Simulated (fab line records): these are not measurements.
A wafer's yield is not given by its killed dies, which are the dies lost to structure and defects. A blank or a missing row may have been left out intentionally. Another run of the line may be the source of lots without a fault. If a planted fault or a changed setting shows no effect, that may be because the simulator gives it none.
Comparing a struck lot with a sound one -- flow n5-finfet -- 34 steps out of a route of 1938
Sound: these wafers, L165.2, L165.5, L165.6. Wafers L173.2, L173.4, L173.5 were the ones struck. At the end, the cause is stated.
Per side, at each step with rows, come the tool, then ch with its chambers, and then its first start. Under that, the readings that differ: sound wafers -- struck wafers -- difference of the means -- sigmas: that difference in standard deviations of wafers without a fault.
alike: same words and numbers on both sides, and readings whose means sit less than 2 such deviations apart. not compared: any withheld reading, any reading some wafer has no value for, any bound like >300 that may hide the same value, and any number with overlapping values for which the record gives no deviation.
A row with sigmas, a row that says differs or no value, or rows on one side alone: a step with any of these is where the two part. Numbers that don't overlap but have no deviation are shown without sigmas and don't part them. Lack of a reading on every wafer of one side parts them only where that side has two or more wafers.

first, 10 steps without rows for these wafers: N5_BEOL_M9_HM_STRIP_39 (strips TiN in peroxide tin strip, target depth 25 nm, time 158 s); N5_BEOL_M9_SRD_40 (time 30 s); N5_BEOL_M9_PRECLEAN_42 (cleans in residue remover, time 60 s); N5_BEOL_M9_SRD_43 (time 30 s); N5_BEOL_M9_CURE_72 (cures SiCOH lowk, time 120 s); N5_BEOL_M9_DEGAS_44 (time 60 s); N5_BEOL_M9_PRE_CLEAN_45 (time 30 s); N5_BEOL_M9_ALD_74 (deposits TaN, target thk 2 nm, pulse time 2 s, purge time 3 s); N5_BEOL_M9_SURFACE_TREAT_79; N5_BEOL_M9_CVD_78 (deposits Co from CCTBA/H2, target thk 2 nm, time 138.9 s).
N5_BEOL_M9_SPUTTER_48: material Cu, target thk 12 nm, time 2 s.
  sound on pvd-sputter-01 at day 10 00:50; struck on pvd-sputter-01 at day 12 20:05
  alike: throttle-valve-pct
then, 22 steps without rows for these wafers: N5_BEOL_M9_ECD_50 (material Cu, target thk 318 nm); N5_BEOL_M9_ANNEAL_51 (time 90 s); N5_BEOL_M9_CMP_52 (polishes, stops on SiCOH lowk, t overpolish 7 s, target thk 140 nm); N5_BEOL_M9_PRE_CLEAN_55 (time 15 s); N5_BEOL_M9_DEP_56 (deposits SiCN from 3MS/NH3, target thk 15 nm, time 26.5 s); N5_BEOL_M10_ILD_DEP_00 (deposits SiCOH lowk from DEMS/porogen, target thk 308.51 nm, time 58 s); N5_BEOL_M10_CURE_71 (cures SiCOH lowk, time 240 s); N5_BEOL_M10_PECVD_70 (deposits SiO2 from TEOS/O2, target thk 20 nm, time 22.7 s); N5_BEOL_M10_HM_DEP_02 (deposits TiN, target thk 20 nm); N5_BEOL_M10_COAT_59 (time 60 s, resist thk 100 nm); N5_BEOL_M10_COAT_60 (time 60 s, resist thk 30 nm); N5_BEOL_M10_COAT_05 (resist thk 90 nm); N5_BEOL_M10_EBR_07; N5_BEOL_M10_SOFTBAKE_06 (time 60 s); N5_BEOL_M10_EXPOSE_08 (exposes mask M10); N5_BEOL_M10_PEB_09 (peb time 60 s); N5_BEOL_M10_DEVELOP_10 (develop time 30 s); N5_BEOL_M10_DESCUM_16 (chemistry O2, time 7.9 s); N5_BEOL_M10_ETCH_61 (etches SiARC in CF4, target depth 39 nm, time 65 s); N5_BEOL_M10_ETCH_62 (etches SOC in N2/H2, target depth 110 nm, overetch 22 nm, time 165 s); N5_BEOL_M10_STRIP_68 (strips in N2/H2); N5_BEOL_M10_STRIP_67 (strips in CF4).
-- a jump in the record: the struck wafers' starts before and after are 3 days apart (it breaks off in module BEOL_M10 and resumes in module PASSIVATION, where the first step shown is number 1936 of the route) --
N5_PASSIVATION_PROBE_49:
  only the struck wafers here have rows in the record (prober-01, day 15 09:01); the sound ones have none

== WHERE THEY PART ==
At N5_PASSIVATION_PROBE_49 and nowhere else, as far as this record goes.

WHY: the cause the simulator had injected
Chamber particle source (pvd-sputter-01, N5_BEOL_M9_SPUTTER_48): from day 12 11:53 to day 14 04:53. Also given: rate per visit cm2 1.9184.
